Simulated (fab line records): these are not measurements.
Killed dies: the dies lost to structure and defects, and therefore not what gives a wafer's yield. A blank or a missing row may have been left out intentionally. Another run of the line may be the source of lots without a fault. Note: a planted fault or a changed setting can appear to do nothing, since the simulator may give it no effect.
Matching of chambers || flow n5-finfet || N5_BEOL_M14_ILD_DEP_00 on pecvd-03: 3 sister chambers
The step deposits SiO2 from TEOS/O2, target thk 1119.3 nm, time 237.4 s. 6 wafers are shown with their chamber, then 9 later ones without.

WAFERS WITH THEIR CHAMBER
{"wafer": "L079.3", "chamber": 1, "throttle-valve-pct (%)": 18.4, "showerhead-plenum-p-Torr (Torr)": 8.349}
{"wafer": "L082.4", "chamber": 0, "throttle-valve-pct (%)": 19.3, "showerhead-plenum-p-Torr (Torr)": 8.297}
{"wafer": "L082.6", "chamber": 2, "throttle-valve-pct (%)": 17.6, "showerhead-plenum-p-Torr (Torr)": 8.324}
{"wafer": "L083.1", "chamber": 1, "throttle-valve-pct (%)": 18.2, "showerhead-plenum-p-Torr (Torr)": 8.373}
{"wafer": "L083.4", "chamber": 0, "throttle-valve-pct (%)": 19.5, "showerhead-plenum-p-Torr (Torr)": 8.324}
{"wafer": "L083.5", "chamber": 2, "throttle-valve-pct (%)": 17.4, "showerhead-plenum-p-Torr (Torr)": 8.345}

WAFERS WHOSE CHAMBER IS MISSING
{"wafer": "L086.2", "throttle-valve-pct (%)": 19.5, "showerhead-plenum-p-Torr (Torr)": 8.303}
{"wafer": "L086.3", "throttle-valve-pct (%)": 17.7, "showerhead-plenum-p-Torr (Torr)": 8.337}
{"wafer": "L086.6", "throttle-valve-pct (%)": 17.3, "showerhead-plenum-p-Torr (Torr)": 8.352}
{"wafer": "L089.1", "throttle-valve-pct (%)": 19.7, "showerhead-plenum-p-Torr (Torr)": 8.304}
{"wafer": "L089.2", "throttle-valve-pct (%)": 18.2, "showerhead-plenum-p-Torr (Torr)": 8.336}
{"wafer": "L089.6", "throttle-valve-pct (%)": 19.6, "showerhead-plenum-p-Torr (Torr)": 8.298}
{"wafer": "L090.1", "throttle-valve-pct (%)": 17.5, "showerhead-plenum-p-Torr (Torr)": 8.353}
{"wafer": "L090.4", "throttle-valve-pct (%)": 17.5, "showerhead-plenum-p-Torr (Torr)": 8.307}
{"wafer": "L090.5", "throttle-valve-pct (%)": 18.1, "showerhead-plenum-p-Torr (Torr)": 8.356}

WHICH CHAMBER EACH ONE RAN IN
{"wafer": "L086.2", "from the rows above": 0, "in truth": 0}
{"wafer": "L086.3", "from the rows above": 2, "in truth": 2}
{"wafer": "L086.6", "from the rows above": 2, "in truth": 2}
{"wafer": "L089.1", "from the rows above": 0, "in truth": 0}
{"wafer": "L089.2", "from the rows above": 1, "in truth": 1}
{"wafer": "L089.6", "from the rows above": 0, "in truth": 0}
{"wafer": "L090.1", "from the rows above": 2, "in truth": 2}
{"wafer": "L090.4", "from the rows above": 2, "in truth": 2}
{"wafer": "L090.5", "from the rows above": 1, "in truth": 1}
Correctly placed: 9 of 9. From these rows, 0 cannot be placed. Placed wrongly: 0.
How it was worked out, from the rows above alone: a wafer's distance from a chamber is the root of the sum, over the readings, of the square of ((its reading less the chamber's mean) divided by the reading's scatter). If the next closest chamber is less than 2 further off than the closest, the wafer can't be placed; otherwise it belongs to the closest. A chamber's mean is the mean of its shown wafers. The scatter is the square root of a quotient: the sum, over the shown wafers, of each reading's squared deviation from its chamber's mean, divided by wafers minus chambers.
